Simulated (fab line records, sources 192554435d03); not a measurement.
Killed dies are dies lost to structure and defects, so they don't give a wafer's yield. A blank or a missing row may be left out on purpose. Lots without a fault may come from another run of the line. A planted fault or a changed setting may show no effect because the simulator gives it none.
Chamber matching | flow n5_finfet | N5_BEOL_M10_CURE_72 on uv_cure-01: 3 sister chambers
The step cures SiCOH lowk, time 120 s. 6 wafers are shown with their chamber, then 7 later ones without.

WAFERS WITH THEIR CHAMBER
wafer  | chamber | wafer_temp_C_max | lamp_power_pct (%)
L080.3 | 2       | 371.4            | 52.30
L080.5 | 2       | 371.8            | 52.28
L077.4 | 1       | 371.3            | 52.30
L077.6 | 1       | 371.5            | 52.28
L084.3 | 0       | 373.1            | 52.38
L084.4 | 0       | 372.5            | 52.33

WAFERS WITHOUT THEIR CHAMBER
wafer  | wafer_temp_C_max | lamp_power_pct (%)
L084.6 | 373.1            | 52.34
L091.2 | 371.1            | 52.38
L091.3 | 371.0            | 52.28
L091.5 | 371.1            | 52.31
L090.3 | 371.4            | 52.26
L090.4 | 371.4            | 52.38
L090.6 | 371.4            | 52.45

WHICH CHAMBER EACH WENT THROUGH
wafer  | from the rows above          | in truth
L084.6 | 0                            | 0
L091.2 | can't be placed: 1 or 2 or 0 | 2
L091.3 | can't be placed: 1 or 2      | 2
L091.5 | can't be placed: 1 or 2      | 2
L090.3 | can't be placed: 1 or 2      | 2
L090.4 | can't be placed: 1 or 2 or 0 | 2
L090.6 | can't be placed: 0 or 1 or 2 | 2
Placed correctly: 1 of 7. Can't be placed from these rows: 6 (the true chamber is among the candidates in 6). Placed wrongly: 0.
How it was worked out, from the rows above alone: a wafer's distance from a chamber is the root of the sum, over the readings, of the square of ((its reading less the chamber's mean) divided by the reading's scatter). The wafer belongs to the nearest chamber; if the next one is less than 2 further off, it can't be placed. A chamber's mean is the mean of its shown wafers. The scatter: the root of (the sum of the squares of (reading less its chamber's mean) over the shown wafers, divided by (wafers less chambers)).
